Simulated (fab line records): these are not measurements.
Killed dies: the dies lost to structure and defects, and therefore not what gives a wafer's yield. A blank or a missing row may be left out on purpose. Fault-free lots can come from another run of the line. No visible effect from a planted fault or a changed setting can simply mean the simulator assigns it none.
Code-filled problem report in 8D (eight disciplines) form / flow n5_finfet / the parts of the form that need people (team, actions taken, sign-off) are left out

## 1. PROBLEM STATEMENT
Wafers without a fault read 1499.9 rpm, standard deviation 1.1; spin_speed_rpm at N5_BEOL_M12_COAT_66 reads a mean of 1786.5 rpm on 6 wafers belonging to 2 lots. So: +99 or more standard deviations from the usual mean.
The step: time 60 s, resist thk 110 nm.
Earliest sighting: wafer L722.3 on litho_track-05 at day 15 14:01. Wafers with a number at this step in the record: 12, from 4 lots. Rule for "out", or "out of limits": more than 4 standard deviations from the usual mean. Any other wafer with a number is counted as sound.

## 2. WHAT IT IS AND WHAT IT IS NOT
question=which readings at this step | is=spin_speed_rpm | is not=-
question=which lots | is=L721, L722 | is not=L715, L727
question=which wafers of those lots | is=all that have a number | is not=-
question=read on which tools | is=litho_track-05 | is not=litho_track-01
question=when | is=from day 15 14:01 | is not=up to then (3 sound wafers); but 3 sound wafers of L727 came after

## 3. SUSPECTS, AND WHAT RULES EACH OUT
Counting: a tool at any process step up to the reading remains a suspect when it ran all the lots that are out and ran no sound lot after the first of those.
- litho_track-05 at N5_BEOL_M12_COAT_66 (time 60 s, resist thk 110 nm): kept. It processed each lot that is out, first L722 at day 15 14:01, and no sound lot thereafter; up to then, the last sound lot it processed was L715 at day 14 04:08. Its own readings are out on those wafers: spin_speed_rpm.
Remaining after the count: litho_track-05 at N5_BEOL_M12_COAT_66.

## 4. THE CAUSE (what the simulator had put in)
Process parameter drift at N5_BEOL_M12_COAT_66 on litho_track-05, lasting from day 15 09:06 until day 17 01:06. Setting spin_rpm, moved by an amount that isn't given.
Only this tool survived the counting.

## 5. THE CHAIN OF EFFECTS, in route order
Each row: a reading where the mean over the struck wafers with a number is more than 3 standard deviations away from the usual. Only readings for which the record gives a usual standard deviation are gone through. hours: the time from each lot's start at the first step in this table that gives one to its start at this step, as a median over the lots. sigmas: the change in usual standard deviations.
hours=0; step=N5_BEOL_M12_COAT_66; reading=spin_speed_rpm; usual=1499.9 rpm; on struck wafers=1786.5; change=+286.6; sigmas=+99 or more
hours=1; step=N5_BEOL_M12_ETCH_67; reading=etch_rf_on_time_s; usual=237 s; on struck wafers=214; change=-23; sigmas=-3.2
Its process steps:
- N5_BEOL_M12_COAT_66: time 60 s, resist thk 110 nm.
- N5_BEOL_M12_ETCH_67: etches SiARC in CF4, target depth 143 nm, time 238.3 s.

## 6. WHAT WOULD HAVE CAUGHT IT SOONER
5 hours passed between the start of the fault at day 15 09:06 and the first reading out of limits in this record, taken at day 15 14:01.
